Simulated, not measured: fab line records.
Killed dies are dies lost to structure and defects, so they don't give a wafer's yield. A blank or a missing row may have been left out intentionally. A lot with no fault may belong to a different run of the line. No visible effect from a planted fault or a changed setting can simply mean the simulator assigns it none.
fab line records | flow nand_harc
[record] lots = 6 | wafers = 16 | last_day = 33
route steps=1302 shown A_CONTACT@1031 END@1302
lots with no fault: from the same line, run without faults
start_h: the number of hours between the record's first day and the start of the first shown wafer of the lot | wait_h: hours from the lot's prior step to this one | " repeats the value in the row above | L1.1+2: a row that stands for several wafers | - either no value or no given start | * or withheld: withheld | < > ~ a bound
route shown NAME@n: a module of which the file shows steps, and the number in the route of the first | usual: mean and standard deviation over wafers with no fault | same: alike in all rows | chamber/n: place in a boat | sites: readings site by site | _std_site: standard deviation across them | _edge_site: inner sites' mean taken away from outer sites' mean | radius_mm: for every site, how far away it sits from the centre of the wafer | mask NAME#n: copy n | behind: tool/chamber where the wafer was last shaped | hold: the reason the lot was held/the length of the hold in hours/how it ended | device: the n, p or np transistor that did not switch | end of line: the tests these same wafers got at the end of their route | for a step that has no rows: nothing shown but its recipe | killed: dies lost to structure and defects at the first sort, not the wafer's yield | map: a wafer's dies, x killed, . not, _ none there
set.NAME: the setting that was run; set.NAME@STEP: the one run at that earlier step | model.NAME: the simulator's own value behind a step, which no gauge read
lots seen at some steps along the route; tables by step, rows by wafer
services: the hour from which a tool's chamber was out of use, counted from the record's first day as start_h (under 0 if before that day), plus the number of hours and why
[[steps]]
[step NHARC_A_CONTACT_COAT_61]
[recipe] temp_c = 260 | time_s = 75
[step NHARC_A_CONTACT_COAT_62]
[recipe] temp_c = 225 | time_s = 65
[step NHARC_A_CONTACT_COAT_63]
[recipe] spin_rpm = 1500 | resist_thk_nm = 90
[step NHARC_A_CONTACT_SOFTBAKE_64]
[recipe] temp_c = 105 | time_s = 55
[step NHARC_A_CONTACT_EBR_65]
[step NHARC_A_CONTACT_EXPOSE_66]
[recipe] na = 1.35 | sigma_outer = 0.8 | dose_mj = 59.02 | mask_id = A_CC_2
[step NHARC_A_CONTACT_PEB_67]
[recipe] peb_temp_c = 100 | peb_time_s = 65
[step NHARC_A_CONTACT_DEVELOP_68]
[recipe] develop_time_s = 35 | dev_temp_c = 23
[step NHARC_A_CONTACT_CD_MEAS_69]
[recipe] target_cd_nm = 300 | landing_energy_ev = 500
[usual] cd_nm = 300.0/0.52
lot.wafer | tool      | chamber | start_h | wait_h | cd_nm
L801.1    | cd_sem-02 | 0       | 540.62  | -      | 299.6
L801.3    | "         | 0       | "       | "      | 300.0
L801.4    | "         | 0       | "       | "      | 300.5
L804.1    | cd_sem-02 | 0       | 588.04  | -      | 300.8
L804.3    | "         | 0       | "       | "      | 299.8
L804.5    | "         | 0       | "       | "      | 300.3
L808.1    | cd_sem-01 | 0       | 615.40  | -      | 300.2
L808.3    | "         | 0       | "       | "      | 299.7
L809.1    | cd_sem-03 | 0       | 651.19  | -      | 300.8
L809.4    | "         | 0       | "       | "      | 300.1
L813.1    | cd_sem-02 | 0       | 672.28  | -      | 300.1
L813.3    | "         | 0       | "       | "      | 300.8
L813.4    | "         | 0       | "       | "      | 300.7
L819.1    | cd_sem-01 | 0       | 719.20  | -      | 299.2
L819.2    | "         | 0       | "       | "      | 298.5
L819.5    | "         | 0       | "       | "      | 298.8
[step NHARC_A_CONTACT_OVL_MEAS_70]
[usual] overlay_x_nm = -0.2/0.77 | overlay_y_nm = 0.0/0.9
lot.wafer | tool       | chamber | start_h | wait_h | overlay_x_nm | overlay_y_nm
L801.1    | overlay-02 | -       | 540.71  | -      | 1.6          | 2.6
L801.3    | "          | -       | "       | "      | 1.4          | 2.5
L801.4    | "          | -       | "       | "      | 1.3          | 2.8
L804.1    | overlay-01 | -       | 588.13  | -      | -0.3         | -0.6
L804.3    | "          | -       | "       | "      | -0.2         | -0.9
L804.5    | "          | -       | "       | "      | 0.1          | -0.7
L808.1    | overlay-01 | -       | 615.49  | -      | -1.7         | -0.1
L808.3    | "          | -       | "       | "      | -2.0         | -0.2
L809.1    | overlay-02 | -       | 651.28  | -      | 0.2          | 1.2
L809.4    | "          | -       | "       | "      | 0.5          | 1.1
L813.1    | overlay-02 | -       | 672.37  | -      | 0.2          | -1.0
L813.3    | "          | -       | "       | "      | -0.1         | -1.3
L813.4    | "          | -       | "       | "      | 0.3          | -1.4
L819.1    | overlay-02 | -       | 719.29  | -      | -1.2         | 1.4
L819.2    | "          | -       | "       | "      | -0.5         | 1.2
L819.5    | "          | -       | "       | "      | -0.8         | 1.2
[step NHARC_A_CONTACT_INSPECT_71]
[usual] raw_defect_count = 79/26
lot.wafer | tool              | chamber | start_h | wait_h | raw_defect_count
L801.1    | defect_inspect-02 | -       | 540.74  | 0.0    | 68
L801.3    | "                 | -       | "       | "      | 60
L801.4    | "                 | -       | "       | "      | 58
L804.1    | defect_inspect-01 | -       | 588.17  | 0.0    | 87
L804.3    | "                 | -       | "       | "      | 79
L804.5    | "                 | -       | "       | "      | 89
L808.1    | defect_inspect-02 | -       | 615.52  | 0.0    | 83
L808.3    | "                 | -       | "       | "      | 56
L809.1    | defect_inspect-01 | -       | 651.32  | 0.0    | 87
L809.4    | "                 | -       | "       | "      | 81
L813.1    | defect_inspect-02 | -       | 672.40  | 0.0    | 76
L813.3    | "                 | -       | "       | "      | 66
L813.4    | "                 | -       | "       | "      | 85
L819.1    | defect_inspect-02 | -       | 719.33  | 0.0    | 82
L819.2    | "                 | -       | "       | "      | 92
L819.5    | "                 | -       | "       | "      | 97
[step NHARC_A_CONTACT_DESCUM_74]
[recipe] time_s = 3 | o2_flow_sccm = 200 | ar_flow_sccm = 0 | bias_power_w = 0 | chemistry = O2
[usual] drypump_motor_current_A = 5.5/0.53 | o2_flow_sccm = 200.0/0.7 | oes_product_au = 0.998/0.011 | rf_vpp_V = 57.8/0.86 | showerhead_plenum_p_Torr = 1.93/0.1 | throttle_valve_pct = 11.312/0.0092
[same] bias_power_w = 0
lot.wafer | tool        | chamber | start_h | wait_h | drypump_motor_current_A | o2_flow_sccm | oes_product_au | rf_hours_counter_h | rf_vpp_V | showerhead_plenum_p_Torr | throttle_valve_pct
L801.3    | rie_diel-02 | 0       | 540.80  | 0.1    | 6.0                     | 200.3        | 0.977          | 49                 | 57.6     | 1.79                     | 11.315
L801.1    | "           | 1       | "       | "      | 5.4                     | 200.0        | 0.998          | 51                 | 59.4     | 2.02                     | 11.315
L801.4    | "           | 3       | "       | "      | 5.2                     | 200.1        | 0.999          | 50                 | 58.9     | 1.89                     | 11.321
L804.3    | rie_diel-13 | 1       | 588.23  | 0.1    | 5.7                     | 200.7        | 0.992          | 11                 | 58.5     | 1.94                     | 11.306
L804.1    | "           | 2       | "       | "      | 5.7                     | 199.4        | 0.986          | 11                 | 57.7     | 2.02                     | 11.317
L804.5    | "           | 1       | "       | "      | 5.7                     | 199.7        | 0.981          | -                  | 57.9     | 1.94                     | 11.321
L808.3    | rie_diel-13 | 1       | 615.60  | 0.1    | 5.7                     | 200.0        | 0.998          | 18                 | 57.7     | 1.94                     | 11.307
L808.1    | "           | 2       | "       | "      | 5.7                     | 200.8        | 0.996          | 17                 | 59.0     | 2.02                     | 11.309
L809.1    | rie_diel-13 | 1       | 651.40  | 0.1    | 5.7                     | 199.1        | 0.994          | 24                 | 57.1     | 1.94                     | 11.314
L809.4    | "           | 2       | "       | "      | 5.7                     | 199.9        | 1.002          | 22                 | 59.4     | 2.01                     | 11.289
L813.1    | rie_diel-02 | 3       | 672.46  | 0.1    | 5.3                     | 199.5        | 1.012          | 32                 | 57.0     | 1.87                     | 11.305
L813.3    | "           | 0       | "       | "      | 6.0                     | 201.0        | 0.989          | 23                 | 58.0     | 1.78                     | 11.316
L813.4    | "           | 2       | "       | "      | 6.2                     | 200.1        | 0.982          | 32                 | 57.5     | 1.95                     | 11.312
L819.1    | rie_diel-02 | 2       | 719.40  | 0.1    | 6.3                     | 199.6        | 0.986          | 50                 | 57.6     | 1.94                     | 11.323
L819.2    | "           | 0       | "       | "      | 6.0                     | 200.9        | 0.996          | 38                 | 57.2     | 1.77                     | 11.306
L819.5    | "           | 1       | "       | "      | 5.4                     | 199.5        | 1.013          | -                  | 57.0     | 2.00                     | 11.317
[step NHARC_A_CONTACT_ETCH_75]
[recipe] target_depth_a = 390 | over_etch_frac = 0.3 | time_s = 65 | ion_energy_ev = 80 | cf4_flow_sccm = 150 | ar_flow_sccm = 0 | rf_w = 300 | bias_w = 100 | chemistry = CF4
[usual] drypump_motor_current_A = 5.5/0.53 | oes_product_au = 0.998/0.0098 | rf_vpp_V = 151.6/1.4 | run_length_s = 86.0/0.44 | showerhead_plenum_p_Torr = 1.78/0.089 | throttle_valve_pct = 13.284/0.0091
lot.wafer | tool        | chamber | start_h | wait_h | drypump_motor_current_A | oes_product_au | rf_hours_counter_h | rf_vpp_V | run_length_s | showerhead_plenum_p_Torr | throttle_valve_pct
L801.1    | rie_diel-02 | 3       | 540.89  | 0.1    | 5.3                     | 0.982          | 50                 | 150.9    | 85.4         | 1.75                     | 13.282
L801.4    | "           | 1       | "       | "      | 5.3                     | 1.004          | 51                 | 153.6    | 86.8         | 1.86                     | 13.282
L801.3    | "           | 2       | "       | "      | 6.2                     | 0.987          | 53                 | 151.6    | 86.2         | 1.81                     | 13.301
L804.1    | rie_diel-13 | 3       | 588.31  | 0.1    | 4.8                     | 0.989          | 11                 | 150.4    | 85.7         | 1.67                     | 13.280
L804.3    | "           | 1       | "       | "      | 5.7                     | 0.991          | 11                 | 152.5    | 86.4         | 1.79                     | 13.295
L804.5    | "           | 3       | "       | "      | 4.8                     | 0.992          | -                  | 149.4    | 85.2         | 1.67                     | 13.282
L808.3    | rie_diel-13 | 3       | 615.67  | 0.1    | 4.8                     | 1.002          | 17                 | 151.3    | 85.7         | 1.66                     | 13.283
L808.1    | "           | 1       | "       | "      | 5.7                     | 0.994          | 18                 | 150.5    | 68.7         | 1.79                     | 13.301
L809.1    | rie_diel-13 | 2       | 651.48  | 0.1    | 5.7                     | 1.003          | 22                 | 151.2    | 68.4         | 1.85                     | 13.277
L809.4    | "           | 3       | "       | "      | 4.7                     | 1.006          | 22                 | 150.5    | 67.8         | 1.66                     | 13.278
L813.1    | rie_diel-02 | 0       | 672.55  | 0.1    | 6.0                     | 0.994          | 23                 | 149.4    | 85.8         | 1.65                     | 13.300
L813.3    | "           | 2       | "       | "      | 6.3                     | 0.995          | 32                 | 150.1    | 86.2         | 1.80                     | 13.286
L813.4    | "           | 3       | "       | "      | 5.3                     | 1.009          | 32                 | 152.2    | 85.3         | 1.73                     | 13.273
L819.1    | rie_diel-02 | 2       | 719.47  | 0.1    | 6.2                     | 0.987          | 50                 | 152.8    | 86.2         | 1.80                     | 13.279
L819.2    | "           | 3       | "       | "      | 5.3                     | 0.999          | 46                 | 150.8    | 85.6         | 1.73                     | 13.288
L819.5    | "           | 2       | "       | "      | 6.2                     | 1.003          | -                  | 153.5    | 86.4         | 1.80                     | 13.287
[step NHARC_A_CONTACT_ETCH_76]
[recipe] target_depth_a = 2600 | over_etch_frac = 0.3 | time_s = 475.3 | ion_energy_ev = 200 | n2_flow_sccm = 150 | h2_flow_sccm = 150 | ar_flow_sccm = 0 | rf_w = 400 | bias_w = 150 | chemistry = N2/H2
[usual] drypump_motor_current_A = 5.5/0.53 | oes_product_au = 0.999/0.011 | rf_vpp_V = 431.2/3 | run_length_s = 496.3/0.44 | showerhead_plenum_p_Torr = 2.06/0.11 | throttle_valve_pct = 14.172/0.01
lot.wafer | tool        | chamber | start_h | wait_h | drypump_motor_current_A | oes_product_au | rf_hours_counter_h | rf_vpp_V | run_length_s | showerhead_plenum_p_Torr | throttle_valve_pct
L801.1    | rie_diel-02 | 2       | -       | -      | 6.3                     | 0.998          | 53                 | 433.6    | 496.4        | 2.09                     | 14.175
L801.3    | "           | 0       | "       | "      | 6.0                     | 0.976          | 49                 | 426.2    | 496.9        | 1.90                     | 14.172
L801.4    | "           | 1       | "       | "      | 5.3                     | 1.007          | 51                 | 435.0    | 496.9        | 2.15                     | 14.177
L804.3    | rie_diel-13 | 2       | -       | -      | 5.7                     | 1.002          | 11                 | 432.8    | 496.6        | 2.15                     | 14.176
L804.1    | "           | 3       | "       | "      | 4.8                     | 0.991          | 11                 | 425.3    | 496.0        | 1.91                     | 14.194
L804.5    | "           | 2       | "       | "      | 5.7                     | 0.997          | -                  | 433.1    | 496.1        | 2.15                     | 14.173
L808.1    | rie_diel-13 | 1       | -       | -      | 5.7                     | 0.992          | 18                 | 431.8    | 496.5        | 2.07                     | 14.149
L808.3    | "           | 0       | "       | "      | 5.1                     | 1.002          | 16                 | 434.3    | 496.2        | 2.21                     | 14.172
L809.4    | rie_diel-13 | 0       | -       | -      | 5.1                     | 1.017          | 22                 | 435.1    | 496.3        | 2.21                     | 14.171
L809.1    | "           | 1       | "       | "      | 5.7                     | 0.994          | 24                 | 432.2    | 496.9        | 2.06                     | 14.180
L813.3    | rie_diel-02 | 1       | -       | -      | 5.3                     | 1.009          | 34                 | 434.3    | 497.1        | 2.14                     | 14.181
L813.4    | "           | 2       | "       | "      | 6.3                     | 0.982          | 32                 | 431.0    | 496.7        | 2.08                     | 14.166
L813.1    | "           | 3       | "       | "      | 5.3                     | 1.000          | 32                 | 428.5    | 496.0        | 2.00                     | 14.162
L819.1    | rie_diel-02 | 2       | -       | -      | 6.3                     | 0.982          | 50                 | 430.1    | 496.3        | 2.07                     | 14.169
L819.2    | "           | 1       | "       | "      | 5.3                     | 1.010          | 54                 | 433.7    | 496.9        | 2.13                     | 14.181
L819.5    | "           | 3       | "       | "      | 5.3                     | 1.005          | -                  | 428.1    | 495.7        | 1.99                     | 14.159
[step NHARC_END_SORT_01]
[recipe] temp_c = 25
[usual] killed_at_array = 55/12 | killed_at_other = 1.0/1.2 | killed_at_periphery = 3.9/2.6 | killed_dies = 60/12 | killed_open = 3.3/1.9 | killed_short = 2.5/1.8
[same] gross_dies = 677
lot.wafer | tool      | chamber | start_h | wait_h | killed_at_array | killed_at_other | killed_at_periphery | killed_dies | killed_open | killed_short
L801.1    | prober-02 | 0       | 600.67  | 2.4    | 51              | 2               | 3                   | 56          | 3           | 1
L801.3    | prober-02 | 0       | 602.28  | 3.1    | 46              | 0               | 6                   | 52          | 6           | 1
L801.4    | prober-02 | 0       | 603.09  | 3.4    | 33              | 0               | 5                   | 38          | 3           | 2
L808.1    | prober-01 | 0       | 671.97  | 2.5    | 224             | 0               | 5                   | 229         | 3           | 2
L808.3    | prober-01 | 0       | 673.59  | 3.1    | 48              | 0               | 0                   | 48          | 2           | 3
L809.1    | prober-02 | 0       | 714.49  | 2.5    | 160             | 0               | 1                   | 161         | 6           | 2
L809.4    | prober-02 | 0       | 716.90  | 3.4    | 166             | 0               | 0                   | 166         | 4           | 1
L813.1    | prober-01 | 0       | 731.84  | 2.5    | 56              | 3               | 1                   | 60          | 4           | 1
L813.3    | prober-01 | 0       | 733.46  | 3.1    | 51              | 0               | 4                   | 55          | 3           | 1
L813.4    | prober-01 | 0       | 734.26  | 3.4    | 59              | 0               | 5                   | 64          | 1           | 4
L819.1    | prober-01 | 0       | 776.85  | 2.5    | 55              | 0               | 4                   | 59          | 2           | 1
L819.2    | prober-01 | 0       | 777.65  | 2.8    | 55              | 0               | 4                   | 59          | 2           | 3
L819.5    | prober-01 | 0       | 780.06  | 3.7    | 76              | 0               | 6                   | 82          | 4           | 1
// killed by level:class
L801.1 A_CHANNEL_HOLE_D2:chamber_film_flake=28 A_CHANNEL_HOLE_D1:chamber_film_flake=5 A_STAIRCASE:chamber_film_flake=5 A_CONTACT:chamber_film_flake=4 P_STI:chamber_film_flake=2 A_CHANNEL_FILL_D2:chamber_film_flake=2 THIN_TSV:chamber_film_flake=2 P_CONTACT:geometric_particle:open=1
L801.3 A_CHANNEL_HOLE_D2:chamber_film_flake=26 A_STAIRCASE:chamber_film_flake=6 A_CONTACT:chamber_film_flake=4 P_M1:geometric_particle:open=3 P_GATE:chamber_film_flake=2 A_DECK1_JOINT:chamber_film_flake=2 P_M0:geometric_particle:open=1 A_CHANNEL_HOLE_D1:geometric_particle:open=1
L801.4 A_CHANNEL_HOLE_D2:chamber_film_flake=21 A_CHANNEL_HOLE_D1:chamber_film_flake=4 P_GATE:chamber_film_flake=3 A_STAIRCASE:chamber_film_flake=2 A_CONTACT:chamber_film_flake=2 P_CONTACT:geometric_particle:open=1 P_M1:geometric_particle:short=1 A_CHANNEL_FILL_D1:geometric_particle:open=1
L808.1 A_CONTACT:area_etch=184 A_CHANNEL_HOLE_D1:chamber_film_flake=25 A_CONTACT:chamber_film_flake=7 P_CONTACT:geometric_particle:open=2 A_CHANNEL_HOLE_D2:geometric_particle:short=1 A_SGD_CUT:geometric_particle:open=1 A_WL_FILL:geometric_particle:short=1 A_ZERO_WELL:chamber_film_flake=1
L808.3 A_CHANNEL_HOLE_D1:chamber_film_flake=28 A_CONTACT:chamber_film_flake=7 A_SLIT:chamber_film_flake=6 A_WL_FILL:geometric_particle:short=2 A_CHANNEL_HOLE_D2:geometric_particle:open=1 A_CONTACT:geometric_particle:short=1 A_M1:geometric_particle:open=1 A_CHANNEL_HOLE_D2:chamber_film_flake=1
L809.1 A_CONTACT:area_etch=104 A_CHANNEL_HOLE_D1:chamber_film_flake=27 A_CHANNEL_HOLE_D2:chamber_film_flake=16 A_CONTACT:chamber_film_flake=2 A_SLIT:chamber_film_flake=2 A_SOURCE_PLATE:geometric_particle:open=1 A_ONON_D2:geometric_particle:short=1 A_ONON_D2:geometric_particle:open=1
L809.4 A_CONTACT:area_etch=103 A_CHANNEL_HOLE_D1:chamber_film_flake=29 A_CHANNEL_HOLE_D2:chamber_film_flake=25 A_ONON_D1:geometric_particle:open=2 A_STAIRCASE:chamber_film_flake=2 A_CHANNEL_FILL_D1:geometric_particle:short=1 A_CHANNEL_FILL_D1:geometric_particle:open=1 A_WL_FILL:geometric_particle:open=1
L813.1 A_SLIT:chamber_film_flake=32 A_CHANNEL_HOLE_D1:chamber_film_flake=8 A_CONTACT:chamber_film_flake=6 THIN_TSV:chamber_film_flake=3 A_CHANNEL_FILL_D1:chamber_film_flake=2 A_STAIRCASE:chamber_film_flake=2 A_DECK1_JOINT:geometric_particle:open=1 A_ONON_D2:geometric_particle:open=1
L813.3 A_SLIT:chamber_film_flake=31 A_CHANNEL_HOLE_D1:chamber_film_flake=7 A_CONTACT:chamber_film_flake=4 P_STI:chamber_film_flake=2 A_DECK1_JOINT:chamber_film_flake=2 A_WL_FILL:chamber_film_flake=2 A_DECK1_JOINT:geometric_particle:open=1 A_DECK1_JOINT:geometric_particle:short=1
L813.4 A_SLIT:chamber_film_flake=35 A_CHANNEL_HOLE_D1:chamber_film_flake=9 A_CONTACT:chamber_film_flake=5 P_STI:chamber_film_flake=3 A_CHANNEL_FILL_D2:geometric_particle:short=2 P_GATE:chamber_film_flake=2 A_ONON_D1:geometric_particle:open=1 A_ONON_D2:geometric_particle:short=1
L819.1 A_SLIT:chamber_film_flake=30 A_CHANNEL_HOLE_D1:chamber_film_flake=10 A_CONTACT:chamber_film_flake=7 A_STAIRCASE:chamber_film_flake=4 P_M0:chamber_film_flake=3 A_CHANNEL_FILL_D2:geometric_particle:open=1 A_CHANNEL_FILL_D2:geometric_particle:short=1 A_M0:geometric_particle:open=1
L819.2 A_SLIT:chamber_film_flake=23 A_CHANNEL_HOLE_D1:chamber_film_flake=15 A_STAIRCASE:chamber_film_flake=8 A_CHANNEL_FILL_D2:geometric_particle:short=2 P_M0:chamber_film_flake=2 A_CHANNEL_FILL_D1:chamber_film_flake=2 P_M0:geometric_particle:short=1 A_ONON_D2:geometric_particle:open=1
L819.5 A_SLIT:chamber_film_flake=38 A_CHANNEL_HOLE_D1:chamber_film_flake=20 P_M0:chamber_film_flake=4 A_STAIRCASE:chamber_film_flake=4 A_CONTACT:chamber_film_flake=4 A_CHANNEL_FILL_D1:chamber_film_flake=3 A_ONON_D1:geometric_particle:open=1 A_CHANNEL_FILL_D2:geometric_particle:short=1
// map L808.1 (x killed, . not)
____________.____________
_________......._________
_______..........._______
______........x....______
_____..............._____
____x........x.......____
____.x.x...xx........____
___...x...........x...___
___...x...xx..x.......___
__...x.xx....x.........__
__.x...x.....xx........__
_......x...x.....x.x...._
_.x..xx.xx.....x........_
_..x.x.xxx.xxx..x......._
_....xx.x.x........x...._
_..x....x.xx..xx........_
...x....xxxxx.....x......
.....x..xxxxx.x..xx..x...
..x..x.xxxx..x.x.x.x.....
......xx..xx.x.xx........
........x.xxxx.x..x..x...
_.xxxx.x.xxxxxxxx.....x._
_..xxxx.x.x.xx.x...x.x.._
_x....xx.x.x...x.x...x.._
_..xxxxxxx.xxxxxx....x.x_
_.xxx....xxx.x.xx.xx...._
__...x..xxx.....x..x.x.__
__..x..x.x...xxx..xx...__
___.xxxxx..xxx...xxxx.___
___.....xxxxxx...xxxx.___
____...x.x.xx...xx.xx____
____...x.xxxx.x.xxxxx____
_____xxx...x...xxxx._____
______.xxx..x...xxx______
_______.....x.xx.x_______
_________.x....._________
____________x____________
// map L809.4 (x killed, . not)
____________.____________
_________..x...x_________
_______.xx........_______
______x.x..x...x..x______
_____....x.x.x......_____
____..x..xxx..x..x..x____
____....x.x....x....x____
___..x...xx.....x.....___
___....x.x.x...x..x...___
__.x.......x.x..x...xx.__
__.......x...x.......x.__
_......xxx....x........._
_xx......x....x.x......._
_..x.x.x..x............._
_x.x......x.x......x..x._
_xxx...x.....xxx........_
.x.xx...x....x......x....
x.x.xx.....x.....x..x..x.
.x.xx.x.x.........x.....x
x.xxxxx.........x....x...
xx.x.........x......xxx..
_......xx....xx..x.xx.x._
_..x..x.x....x.....xx..._
_xx....xx.x.x..x.xx..x.._
_x.........x...xx..x.x.x_
_....x.........x..xxxx.._
__..x...........xxxxxxx__
__.............x..xxxx.__
___x...............xxx___
___.....x......x....xx___
____....x............____
____................x____
_____........xx....._____
______.............______
_______........x.._______
_________......._________
____________.____________
[[services]]
tool        | chamber | start_h | hours | kind
rie_diel-13 | -       | 519.10  | 9.0   | pm
rie_diel-02 | 0       | 526.42  | -     | clean
rie_diel-02 | 1       | 526.42  | -     | clean
rie_diel-02 | 2       | 526.42  | -     | clean
rie_diel-02 | 3       | 526.42  | -     | clean
rie_diel-02 | -       | 529.25  | 1.3   | repair
rie_diel-02 | 0       | 550.92  | -     | clean
rie_diel-02 | 1       | 550.92  | -     | clean
rie_diel-02 | 2       | 550.92  | -     | clean
rie_diel-02 | 3       | 550.92  | -     | clean
rie_diel-13 | 2       | 568.16  | 8.0   | repair
rie_diel-02 | -       | 571.15  | 9.0   | pm
rie_diel-02 | 0       | 571.15  | 9.0   | vent_cycle
rie_diel-02 | 1       | 571.15  | 9.0   | vent_cycle
rie_diel-02 | 2       | 571.15  | 9.0   | vent_cycle
rie_diel-02 | 3       | 571.15  | 9.0   | vent_cycle
rie_diel-02 | 0       | 602.62  | 32.6  | repair
rie_diel-13 | -       | 657.37  | 2.3   | repair
rie_diel-13 | 0       | 660.34  | 6.6   | repair
rie_diel-02 | 1       | 662.03  | 4.3   | repair
rie_diel-02 | 1       | 679.68  | 2.1   | repair
rie_diel-02 | 2       | 688.57  | 2.7   | repair
rie_diel-13 | -       | 696.25  | 9.0   | pm
rie_diel-02 | -       | 706.52  | 0.7   | repair
[[key]]
[first_sign] step = NHARC_A_CONTACT_ETCH_75 | reading = run_length_s | direction = down | sigmas = 41 | usual = * | struck = *
[effect] step = NHARC_END_SORT_01 | reading = killed_at_array | direction = up | sigmas = 11 | usual = 55 | struck = 183
[more_kills_born_at] NHARC_A_CONTACT_ETCH_75@rie_diel-13 = 391
met_at NHARC_A_CONTACT_ETCH_75
struck_wafers L808.1,L809.1,L809.4
tester_left_out L808,L809
onset_between 588.31 615.67
[fault] kind = process_parameter_drift | tool = rie_diel-13 | chamber = - | onset_h = 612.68 | steps = NHARC_A_CONTACT_ETCH_75 | channel = time_s | offset = * | shape = step | end_h = 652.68 | scope = struck_wafers_only | acts_in = * | stated = *
// tester_left_out: of these lots the tester's yield and bins aren't shown, on N5 and GAA mostly nor the transistor test; their killed dies are dies lost to structure and defects alone, not to doping, threshold or leakage, so they don't give the yield
